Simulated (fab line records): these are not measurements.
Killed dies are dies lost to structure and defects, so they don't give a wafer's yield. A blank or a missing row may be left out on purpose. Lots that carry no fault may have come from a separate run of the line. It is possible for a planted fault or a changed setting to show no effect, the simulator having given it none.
Which tool was responsible? -- flow n5_finfet -- Sampling: 22 lots, 66 wafers, 6 of 1938 route steps

WHAT THE GAUGES READ, wafer by wafer
The record holds no reading of a measuring or inspecting step that can be judged against a usual standard deviation.

WHAT TOOL EACH LOT RAN ON (gives the tool, then ch and the chambers of the sampled wafers, and finally the start)
lot,N5_SDB_CUT_ETCH_26,N5_HKMG_FIN_HK_ANNEAL_02,N5_HKMG_FIN_ETCH_58,N5_HKMG_FIN_STRIP_69,N5_GATE_CUT_CUT_ETCH_54,N5_GATE_CUT_ETCH_47
L074,"rie_si-03 ch 0,2,3, day 4 02:26","rtp_anneal-01 ch 0, day 4 06:36","rie_diel-04 ch 2,3, day 4 07:41","plasma_asher-01 ch 0,1, day 4 14:02","rie_metal-02 ch 0,1, day 4 21:36","rie_metal-02 ch 0,1, day 4 21:41"
L075,"rie_si-02 ch 1,2,3, day 4 02:37","rtp_anneal-02 ch 0, day 4 06:38","rie_diel-05 ch 0,3, day 4 07:50","plasma_asher-01 ch 0,1, day 4 14:16","rie_metal-03 ch 0,1, day 4 21:50","rie_metal-03 ch 0,1, day 4 21:56"
L076,"rie_si-01 ch 0,2,3, day 4 04:29","rtp_anneal-01 ch 0, day 4 08:34","rie_diel-05 ch 0,2,3, day 4 09:33","plasma_asher-02 ch 0,1, day 4 15:23","rie_metal-03 ch 0,1, day 5 00:02","rie_metal-03 ch 0,1, day 5 00:08"
L077,"rie_si-03 ch 0,1,3, day 4 10:33","rtp_anneal-01 ch 0, day 4 14:38","rie_diel-01 ch 0,2, day 4 15:37","plasma_asher-01 ch 0,1, day 4 21:27","rie_metal-01 ch 0, day 5 05:52","rie_metal-01 ch 0, day 5 05:58"
L078,"rie_si-02 ch 1,2, day 4 19:17","rtp_anneal-02 ch 0, day 5 02:16","rie_diel-01 ch 1,3, day 5 03:25","plasma_asher-02 ch 0,1, day 5 09:50","rie_metal-02 ch 0,1, day 5 15:38","rie_metal-02 ch 0,1, day 5 15:44"
L079,"rie_si-02 ch 0,2,3, day 5 00:59","rtp_anneal-02 ch 0, day 5 06:37","rie_diel-04 ch 0,1,2, day 5 07:53","plasma_asher-01 ch 0,1, day 5 13:53","rie_metal-03 ch 0,1, day 5 20:34","rie_metal-03 ch 0,1, day 5 20:40"
L080,"rie_si-03 ch 1,3, day 5 10:13","rtp_anneal-01 ch 0, day 5 14:19","rie_diel-05 ch 0,1, day 5 15:19","plasma_asher-02 ch 0,1, day 5 22:37","rie_metal-03 ch 0,1, day 6 04:38","rie_metal-03 ch 0,1, day 6 04:43"
L081,"rie_si-02 ch 0,1, day 5 19:41","rtp_anneal-02 ch 0, day 5 23:56","rie_diel-04 ch 1,2,3, day 6 01:32","plasma_asher-02 ch 0,1, day 6 07:26","rie_metal-02 ch 0,1, day 6 13:37","rie_metal-02 ch 0,1, day 6 13:42"
L082,"rie_si-01 ch 2,3, day 5 21:37","rtp_anneal-02 ch 0, day 6 01:41","rie_diel-04 ch 0,1, day 6 02:58","plasma_asher-02 ch 0,1, day 6 08:46","rie_metal-01 ch 0,1, day 6 15:02","rie_metal-01 ch 0,1, day 6 15:08"
L083,"rie_si-01 ch 0,1,3, day 6 04:19","rtp_anneal-02 ch 0, day 6 08:19","rie_diel-04 ch 2,3, day 6 09:38","plasma_asher-01 ch 0,1, day 6 15:44","rie_metal-01 ch 0,1, day 6 21:34","rie_metal-01 ch 0,1, day 6 21:39"
L086,"rie_si-02 ch 0,2,3, day 6 23:24","rtp_anneal-01 ch 0, day 7 03:48","rie_diel-04 ch 0,3, day 7 05:29","plasma_asher-02 ch 0,1, day 7 11:52","rie_metal-02 ch 0,1, day 7 17:34","rie_metal-02 ch 0,1, day 7 17:39"
L087,"rie_si-01 ch 1,2,3, day 7 02:52","rtp_anneal-02 ch 0, day 7 07:18","rie_diel-01 ch 0,1,3, day 7 08:23","plasma_asher-02 ch 0,1, day 7 14:44","rie_metal-03 ch 0,1, day 7 20:34","rie_metal-03 ch 0,1, day 7 20:39"
L088,"rie_si-03 ch 0,1,3, day 7 07:02","rtp_anneal-01 ch 0, day 7 11:04","rie_diel-04 ch 0,1,3, day 7 12:31","plasma_asher-01 ch 0,1, day 7 18:12","rie_metal-03 ch 0,1, day 7 23:59","rie_metal-03 ch 0,1, day 8 00:04"
L089,"rie_si-02 ch 1,2,3, day 7 13:17","rtp_anneal-02 ch 0, day 7 17:29","rie_diel-01 ch 0,1, day 7 18:51","plasma_asher-01 ch 0,1, day 8 01:17","rie_metal-01 ch 0,1, day 8 07:07","rie_metal-01 ch 0,1, day 8 07:12"
L090,"rie_si-02 ch 0,1, day 7 19:34","rtp_anneal-02 ch 0, day 7 23:37","rie_diel-04 ch 1,3, day 8 00:44","plasma_asher-01 ch 0,1, day 8 06:54","rie_metal-03 ch 0,1, day 8 14:04","rie_metal-03 ch 0,1, day 8 14:09"
L091,"rie_si-01 ch 1,3, day 7 23:31","rtp_anneal-01 ch 0, day 8 03:55","rie_diel-05 ch 0,1,2, day 8 05:00","plasma_asher-02 ch 0,1, day 8 11:02","rie_metal-02 ch 0,1, day 8 16:56","rie_metal-02 ch 0,1, day 8 17:01"
L092,"rie_si-01 ch 0,1, day 8 05:53","rtp_anneal-01 ch 0, day 8 09:59","rie_diel-05 ch 0,2,3, day 8 11:04","plasma_asher-01 ch 0,1, day 8 18:01","rie_metal-03 ch 0,1, day 8 23:45","rie_metal-03 ch 0,1, day 8 23:50"
L093,"rie_si-03 ch 0,1,3, day 8 13:08","rtp_anneal-02 ch 0, day 8 17:34","rie_diel-04 ch 0,1,3, day 8 18:36","plasma_asher-01 ch 0,1, day 9 00:31","rie_metal-03 ch 1, day 9 06:28","rie_metal-03 ch 1, day 9 06:33"
L094,"rie_si-02 ch 0,1,3, day 8 21:18","rtp_anneal-01 ch 0, day 9 01:40","rie_diel-01 ch 1,2,3, day 9 02:49","plasma_asher-02 ch 0,1, day 9 08:44","rie_metal-02 ch 0,1, day 9 15:35","rie_metal-02 ch 0,1, day 9 15:41"
L095,"rie_si-02 ch 0,1,2, day 9 05:03","rtp_anneal-01 ch 0, day 9 09:04","rie_diel-01 ch 0,1,3, day 9 10:05","plasma_asher-01 ch 1, day 9 16:06","rie_metal-01 ch 0,1, day 9 22:04","rie_metal-01 ch 0,1, day 9 22:10"
L096,"rie_si-03 ch 2,3, day 9 06:03","rtp_anneal-01 ch 0, day 9 10:08","rie_diel-01 ch 1,2, day 9 11:17","plasma_asher-01 ch 0,1, day 9 18:27","rie_metal-01 ch 0,1, day 10 00:15","rie_metal-01 ch 0,1, day 10 00:20"
L097,"rie_si-01 ch 1,2, day 9 17:01","rtp_anneal-01 ch 0, day 9 21:16","rie_diel-05 ch 1,2,3, day 9 22:34","plasma_asher-02 ch 0, day 10 04:42","rie_metal-01 ch 0,1, day 10 10:35","rie_metal-01 ch 0,1, day 10 10:41"
- N5_SDB_CUT_ETCH_26: etches Si in HBr/Cl2/O2, target depth 129.6 nm, bt time 20 s, time 51.8 s.
- N5_HKMG_FIN_HK_ANNEAL_02: time 30 s.
- N5_HKMG_FIN_ETCH_58: etches SOC in N2/H2, target depth 215.8 nm, time 741 s.
- N5_HKMG_FIN_STRIP_69: strips in N2/H2, time 360 s.
- N5_GATE_CUT_CUT_ETCH_54: etches TiN in Cl2/BCl3, target depth 96.7 nm.
- N5_GATE_CUT_ETCH_47: etches SiO2 in Cl2/BCl3, target depth 10 nm.

AS READ BY THE TOOLS THEMSELVES (means over the sampled wafers that have a number; for cases with no such wafer, the mark the record gives instead)
N5_SDB_CUT_ETCH_26. Usual: drypump_motor_current_A 5.9 A, standard deviation 0.37; oes_product_au 1.000 a.u., standard deviation 0.016; throttle_valve_pct 37.2 %, standard deviation 0.33.
lot,tool,drypump_motor_current_A (A),oes_product_au (a.u.),throttle_valve_pct (%),flag
L074,rie_si-03,6.0,1.002,37.0,
L075,rie_si-02,5.7,1.002,37.2,
L076,rie_si-01,6.0,0.986,37.2,
L077,rie_si-03,5.9,1.010,37.1,
L078,rie_si-02,5.9,0.989,37.1,
L079,rie_si-02,5.8,1.007,37.3,
L080,rie_si-03,5.4,1.003,37.2,
L081,rie_si-02,6.1,0.994,37.3,
L082,rie_si-01,6.2,0.986,37.7,
L083,rie_si-01,6.0,0.996,37.2,
L086,rie_si-02,5.8,1.009,37.3,
L087,rie_si-01,6.1,1.000,37.4,
L088,rie_si-03,5.9,1.010,37.1,
L089,rie_si-02,5.7,1.003,37.3,
L090,rie_si-02,6.2,0.994,37.5,
L091,rie_si-01,6.0,1.009,37.5,
L092,rie_si-01,5.9,1.006,37.0,
L093,rie_si-03,5.8,1.011,37.1,
L094,rie_si-02,5.9,1.004,37.4,
L095,rie_si-02,6.0,0.994,37.3,
L096,rie_si-03,5.6,0.991,37.0,
L097,rie_si-01,6.1,1.000,37.1,

N5_HKMG_FIN_HK_ANNEAL_02. Usual: lamp_power_pct 8.80 %, standard deviation 0.059; lamp_zone_4_pct 8.796 %, standard deviation 0.011; lamp_zone_7_pct 9.193 %, standard deviation 0.013; wafer_temp_C_max 703.0, standard deviation 0.69.
lot,tool,lamp_power_pct (%),lamp_zone_4_pct (%),lamp_zone_7_pct (%),wafer_temp_C_max,flag
L074,rtp_anneal-01,8.81,8.793,9.206,703.3,
L075,rtp_anneal-02,8.79,8.797,9.193,703.4,
L076,rtp_anneal-01,8.73,8.787,9.195,702.8,
L077,rtp_anneal-01,8.85,8.798,9.213,702.7,
L078,rtp_anneal-02,8.78,8.798,9.190,702.7,
L079,rtp_anneal-02,8.84,8.795,9.197,703.0,
L080,rtp_anneal-01,8.81,8.790,9.194,703.3,
L081,rtp_anneal-02,8.79,8.784,9.206,702.5,
L082,rtp_anneal-02,8.88,8.799,9.194,702.7,
L083,rtp_anneal-02,8.85,8.799,9.198,703.2,
L086,rtp_anneal-01,8.77,8.789,9.192,703.0,
L087,rtp_anneal-02,8.82,8.789,9.202,703.0,
L088,rtp_anneal-01,8.78,8.804,9.205,702.6,
L089,rtp_anneal-02,8.77,8.800,9.185,702.2,
L090,rtp_anneal-02,8.80,8.795,9.191,703.2,
L091,rtp_anneal-01,8.83,8.801,9.196,702.8,
L092,rtp_anneal-01,8.80,8.782,9.188,702.6,
L093,rtp_anneal-02,8.75,8.786,9.201,702.8,
L094,rtp_anneal-01,8.80,8.810,9.195,702.7,
L095,rtp_anneal-01,8.79,8.791,9.190,702.8,
L096,rtp_anneal-01,8.82,8.791,9.195,703.2,
L097,rtp_anneal-01,8.80,8.806,9.188,702.7,

N5_HKMG_FIN_ETCH_58. Usual: drypump_motor_current_A 5.9 A, standard deviation 0.45; oes_product_au 0.79 a.u., standard deviation 0.091; rf_vpp_V 99.4 V, standard deviation 0.89; showerhead_plenum_p_Torr 2.59 Torr, standard deviation 0.085; throttle_valve_pct 17.79 %, standard deviation 0.3.
lot,tool,drypump_motor_current_A (A),oes_product_au (a.u.),rf_vpp_V (V),showerhead_plenum_p_Torr (Torr),throttle_valve_pct (%),flag
L074,rie_diel-04,5.7,0.77,99.2,2.61,17.75,
L075,rie_diel-05,6.4,0.78,98.8,2.48,17.56,
L076,rie_diel-05,6.1,0.85,99.4,2.56,17.52,
L077,rie_diel-01,6.0,0.82,99.6,2.67,17.82,
L078,rie_diel-01,6.3,0.73,99.0,2.53,17.69,
L079,rie_diel-04,5.7,0.82,99.6,2.57,17.88,
L080,rie_diel-05,5.9,0.80,99.8,2.59,17.58,
L081,rie_diel-04,5.9,0.82,99.8,2.60,17.81,
L082,rie_diel-04,5.9,0.85,99.3,2.59,18.05,
L083,rie_diel-04,5.7,0.76,99.6,2.60,17.78,
L086,rie_diel-04,5.5,0.72,99.5,2.59,17.98,
L087,rie_diel-01,6.2,0.75,99.6,2.59,17.85,
L088,rie_diel-04,5.7,0.78,98.7,2.58,18.03,
L089,rie_diel-01,6.1,0.78,100.0,2.65,17.99,
L090,rie_diel-04,6.1,0.83,99.6,2.61,17.98,
L091,rie_diel-05,5.9,0.88,99.3,2.67,17.65,
L092,rie_diel-05,6.1,0.86,99.6,2.65,17.42,
L093,rie_diel-04,5.7,0.76,98.7,2.58,18.03,
L094,rie_diel-01,6.0,0.71,99.6,2.52,17.79,
L095,rie_diel-01,6.2,0.74,100.6,2.58,17.88,
L096,rie_diel-01,5.7,0.71,99.3,2.52,17.84,
L097,rie_diel-05,6.2,0.86,100.3,2.66,17.70,

N5_HKMG_FIN_STRIP_69. Usual: drypump_motor_current_A 6.03 A, standard deviation 0.3; heater_power_w 434 W, standard deviation 19.
lot,tool,drypump_motor_current_A (A),heater_power_w (W),flag
L074,plasma_asher-01,6.08,439,
L075,plasma_asher-01,5.89,448,
L076,plasma_asher-02,6.18,428,
L077,plasma_asher-01,5.90,438,
L078,plasma_asher-02,5.96,418,
L079,plasma_asher-01,5.92,455,
L080,plasma_asher-02,5.97,421,
L081,plasma_asher-02,5.97,411,
L082,plasma_asher-02,6.19,426,
L083,plasma_asher-01,5.90,448,
L086,plasma_asher-02,6.21,429,
L087,plasma_asher-02,5.97,422,
L088,plasma_asher-01,6.05,437,
L089,plasma_asher-01,5.89,439,
L090,plasma_asher-01,5.89,456,
L091,plasma_asher-02,5.97,420,
L092,plasma_asher-01,6.08,440,
L093,plasma_asher-01,5.88,449,
L094,plasma_asher-02,5.97,417,
L095,plasma_asher-01,5.72,463,
L096,plasma_asher-01,5.89,450,
L097,plasma_asher-02,5.75,415,

N5_GATE_CUT_CUT_ETCH_54. Usual: bcl3_flow_sccm 21.76 sccm, standard deviation 0.068; drypump_motor_current_A 6.0 A, standard deviation 0.45; etch_rf_on_time_s 36.4 s, standard deviation 0.92; oes_product_au 0.68 a.u., standard deviation 0.061; throttle_valve_pct 22.18 %, standard deviation 0.3.
lot,tool,bcl3_flow_sccm (sccm),drypump_motor_current_A (A),etch_rf_on_time_s (s),oes_product_au (a.u.),throttle_valve_pct (%),flag
L074,rie_metal-02,21.69,5.4,36.8,0.66,22.44,
L075,rie_metal-03,21.72,6.0,36.6,0.69,22.24,
L076,rie_metal-03,21.82,6.0,36.4,0.69,22.24,
L077,rie_metal-01,21.66,6.4,37.3,0.75,21.55,
L078,rie_metal-02,21.73,5.4,36.7,0.70,22.30,
L079,rie_metal-03,21.78,6.0,36.5,0.69,22.24,
L080,rie_metal-03,21.70,6.2,36.1,0.64,22.31,
L081,rie_metal-02,21.76,5.4,36.9,0.66,22.44,
L082,rie_metal-01,21.71,6.3,35.6,0.70,21.91,
L083,rie_metal-01,21.77,6.3,35.8,0.70,21.92,
L086,rie_metal-02,21.74,5.4,36.3,0.70,22.31,
L087,rie_metal-03,21.67,6.0,36.9,0.68,22.25,
L088,rie_metal-03,21.75,6.0,36.9,0.67,22.25,
L089,rie_metal-01,21.76,6.3,36.0,0.69,21.92,
L090,rie_metal-03,21.72,6.0,36.8,0.67,22.27,
L091,rie_metal-02,21.75,5.4,36.6,0.68,22.31,
L092,rie_metal-03,21.84,6.0,36.9,0.67,22.27,
L093,rie_metal-03,21.76,6.5,35.7,0.58,22.39,
L094,rie_metal-02,21.79,5.4,37.0,0.68,22.33,
L095,rie_metal-01,21.82,6.4,36.6,0.71,21.75,
L096,rie_metal-01,21.75,6.3,35.3,0.69,21.91,
L097,rie_metal-01,21.81,6.3,35.1,0.69,21.93,

N5_GATE_CUT_ETCH_47. Usual: bcl3_flow_sccm 21.76 sccm, standard deviation 0.072; drypump_motor_current_A 6.0 A, standard deviation 0.46; oes_product_au 0.75 a.u., standard deviation 0.073; throttle_valve_pct 22.72 %, standard deviation 0.3.
lot,tool,bcl3_flow_sccm (sccm),drypump_motor_current_A (A),oes_product_au (a.u.),throttle_valve_pct (%),flag
L074,rie_metal-02,21.84,5.4,0.74,22.96,
L075,rie_metal-03,21.74,6.0,0.77,22.78,
L076,rie_metal-03,21.78,6.0,0.77,22.78,
L077,rie_metal-01,21.77,6.4,0.85,22.08,
L078,rie_metal-02,21.73,5.4,0.78,22.83,
L079,rie_metal-03,21.83,6.0,0.77,22.79,
L080,rie_metal-03,21.77,6.3,0.71,22.85,
L081,rie_metal-02,21.80,5.4,0.73,22.97,
L082,rie_metal-01,21.71,6.3,0.77,22.46,
L083,rie_metal-01,21.74,6.3,0.77,22.47,
L086,rie_metal-02,21.79,5.4,0.76,22.84,
L087,rie_metal-03,21.71,6.0,0.76,22.80,
L088,rie_metal-03,21.73,6.0,0.76,22.79,
L089,rie_metal-01,21.70,6.3,0.76,22.47,
L090,rie_metal-03,21.73,6.0,0.75,22.80,
L091,rie_metal-02,21.78,5.4,0.76,22.86,
L092,rie_metal-03,21.71,6.0,0.75,22.80,
L093,rie_metal-03,21.79,6.5,0.63,22.93,
L094,rie_metal-02,21.70,5.4,0.75,22.86,
L095,rie_metal-01,21.73,6.4,0.79,22.29,
L096,rie_metal-01,21.75,6.3,0.76,22.48,
L097,rie_metal-01,21.80,6.3,0.75,22.48,

THE ANSWER, worked out from the rows above alone
Rule: lot off if the mean of its wafers having a number is beyond 3 standard deviations from the usual mean. A lot without any number at a reading at which 4 lots or more have one is off too. All remaining lots with rows at the step are treated as sound. Order of review: gauges by route order, followed by the tools' own readings, for which a lot's mean as printed above is used. At the first step where some lot is off, the reading lying furthest off is the one used; lots without a number count as furthest.
Nothing can be told from this: no lot is off at any reading shown.

WHAT THE SIMULATOR HAD PUT IN
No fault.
